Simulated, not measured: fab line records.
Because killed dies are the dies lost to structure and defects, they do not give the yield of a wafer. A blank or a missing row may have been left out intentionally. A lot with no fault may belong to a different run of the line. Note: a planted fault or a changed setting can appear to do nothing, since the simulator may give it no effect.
Comparing a struck lot with a sound one	flow n5_finfet	37 steps out of a route of 1938
Sound: the wafers L588.1, L588.3, L588.4. Wafers struck: L600.2, L600.4. Last of all comes the cause.
For every step that has rows: the tool of each side, followed by ch and its chambers, followed by its first start. Under that, the readings that differ: sound wafers	struck wafers	difference of the means	sigmas: that difference in standard deviations of wafers without a fault.
alike: same words and numbers on both sides, and readings whose means sit less than 2 such deviations apart. not compared: any withheld reading, any reading some wafer has no value for, any bound like >300 that may hide the same value, and any number with overlapping values for which the record gives no deviation.
The two part at a step that has a row with sigmas, a row that says differs or no value, or rows on one side only. Non-overlapping numbers with no deviation appear without sigmas and do not part them. A reading that every wafer of one side lacks parts them only if that side has two wafers or more.

first, 11 steps without rows for these wafers: N5_BEOL_M14_ETCH_59 (etches BARC in N2/H2, target depth 89 nm, overetch 26.7 nm, time 67.9 s); N5_BEOL_M14_VIA_ETCH_16 (etches SiO2 in C4F8/O2/Ar, target depth 1231.3 nm); N5_BEOL_M14_STRIP_63 (strips in O2); N5_BEOL_M14_STRIP_64 (strips in O2); N5_BEOL_M14_STRIP_71 (strips in post etch residue remover, time 60 s); N5_BEOL_M14_SRD_72 (time 30 s, dry time 30 s); N5_BEOL_M14_COAT_65 (time 60 s, resist thk 450 nm); N5_BEOL_M14_COAT_66 (time 60 s, resist thk 110 nm); N5_BEOL_M14_COAT_22 (resist thk 300 nm); N5_BEOL_M14_EBR_24; N5_BEOL_M14_SOFTBAKE_23 (time 60 s).
N5_BEOL_M14_EXPOSE_25: exposes mask M14, target cd 280 nm.
  sound on krf_scanner-02 ch 0, day 11 13:11; struck on krf_scanner-02 ch 0, day 15 06:28
  alike: mask
then, 3 steps without rows for these wafers: N5_BEOL_M14_PEB_26 (peb time 90 s); N5_BEOL_M14_DEVELOP_27 (develop time 45 s); N5_BEOL_M14_HARDBAKE_32 (time 120 s).
N5_BEOL_M14_CD_MEAS_28: target cd 284.4 nm.
  sound on cd_sem-02 ch 0, day 11 13:22; struck on cd_sem-03 ch 0, day 15 06:38
reading	sound	struck	difference	sigmas
cd_nm (nm)	282.1 283.7 284.7	302.5 300.7	+18.1	+10
N5_BEOL_M14_DESCUM_33: chemistry O2, time 7.9 s.
  sound on rie_diel-04 ch 0,2,3, day 11 13:37; struck on rie_diel-04 ch 0,3, day 15 07:23
reading	sound	struck	difference	sigmas
model.BEOL_M14.cd_nm (nm)	282 283.2 284.8	302.6 300.4	+18.2	
  alike: drypump_motor_current_A, o2_flow_sccm, oes_product_au, rf_vpp_V, showerhead_plenum_p_Torr, throttle_valve_pct
  not compared: rf_hours_counter_h
then, 6 steps without rows for these wafers: N5_BEOL_M14_ETCH_67 (etches SiARC in CF4, target depth 143 nm, time 238.3 s); N5_BEOL_M14_ETCH_68 (etches SOC in N2/H2, time 450 s); N5_BEOL_M14_STRIP_69 (strips in N2/H2); N5_BEOL_M14_TRENCH_ETCH_34 (etches SiO2 in C4F8/O2/Ar, target depth 556.65 nm, time 126.9 s); N5_BEOL_M14_STRIP_70 (strips in C4F8/O2/Ar); N5_BEOL_M14_STRIP_37 (strips in O2).
N5_BEOL_M14_ETCH_38: etches SiCN in CF4/N2, target depth 106.5 nm, time 120.6 s.
  sound: rie_diel-01 ch 0,1; struck: rie_diel-04 ch 2,3
reading	sound	struck	difference	sigmas
model.BEOL_M14.cd_nm (nm)	279.6 279.2 279.8	300.2 297.4	+19.3	
  alike: drypump_motor_current_A, oes_product_au, rf_vpp_V, showerhead_plenum_p_Torr, throttle_valve_pct
  not compared: rf_hours_counter_h
then, 12 steps without rows for these wafers: N5_BEOL_M14_PRECLEAN_39 (cleans in residue remover, time 60 s); N5_BEOL_M14_SRD_40 (time 30 s, dry time 30 s); N5_BEOL_M14_DEGAS_41 (time 60 s); N5_BEOL_M14_PRE_CLEAN_42 (time 30 s); N5_BEOL_M14_SPUTTER_43 (material TaN, target thk 15 nm, time 24.19 s); N5_BEOL_M14_SPUTTER_44 (material Ta, target thk 15 nm, time 24.19 s); N5_BEOL_M14_SPUTTER_45 (material Cu, target thk 100 nm, time 16.67 s); N5_BEOL_M14_ECD_47 (material Cu, target thk 1248 nm); N5_BEOL_M14_ANNEAL_48 (time 90 s); N5_BEOL_M14_CMP_49 (polishes, stops on SiO2, t overpolish 5.2 s, target thk 560 nm); N5_BEOL_M14_PRE_CLEAN_52 (time 15 s); N5_BEOL_M14_DEP_53 (deposits SiCN from 3MS/NH3, target thk 50 nm, time 17.8 s).
N5_BEOL_M15_RC_MEAS_101:
  sound on prober-01 ch 0, day 12 03:59; struck on prober-02 ch 0, day 15 18:34
reading	sound	struck	difference	sigmas
COMB_M5 (S/m)	4e-11 6.2e-11 4e-11	2.6e-11 2.8e-11	-2.0e-11	-3
SERP_M14 (ohm/um)	0.164 0.158 0.161	0.144 0.142	-0.018	-4
SERP_M14_max_site (ohm/um)	0.164 0.159 0.163	0.145 0.143	-0.018	-4
  alike: COMB_M10, COMB_M10_max_site, COMB_M11, COMB_M12, COMB_M13, COMB_M14, COMB_M15, COMB_M6, COMB_M7, COMB_M7_max_site, COMB_M8, COMB_M8_max_site, COMB_M9, SERP_M10, SERP_M11, SERP_M12, SERP_M13, SERP_M13_max_site, SERP_M5, SERP_M5_max_site, SERP_M6, SERP_M6_max_site, SERP_M7, SERP_M8, SERP_M9

## WHERE THEY PART
Earliest at N5_BEOL_M14_CD_MEAS_28; latest, in this record, at N5_BEOL_M15_RC_MEAS_101.

WHY: whatever the simulator had introduced
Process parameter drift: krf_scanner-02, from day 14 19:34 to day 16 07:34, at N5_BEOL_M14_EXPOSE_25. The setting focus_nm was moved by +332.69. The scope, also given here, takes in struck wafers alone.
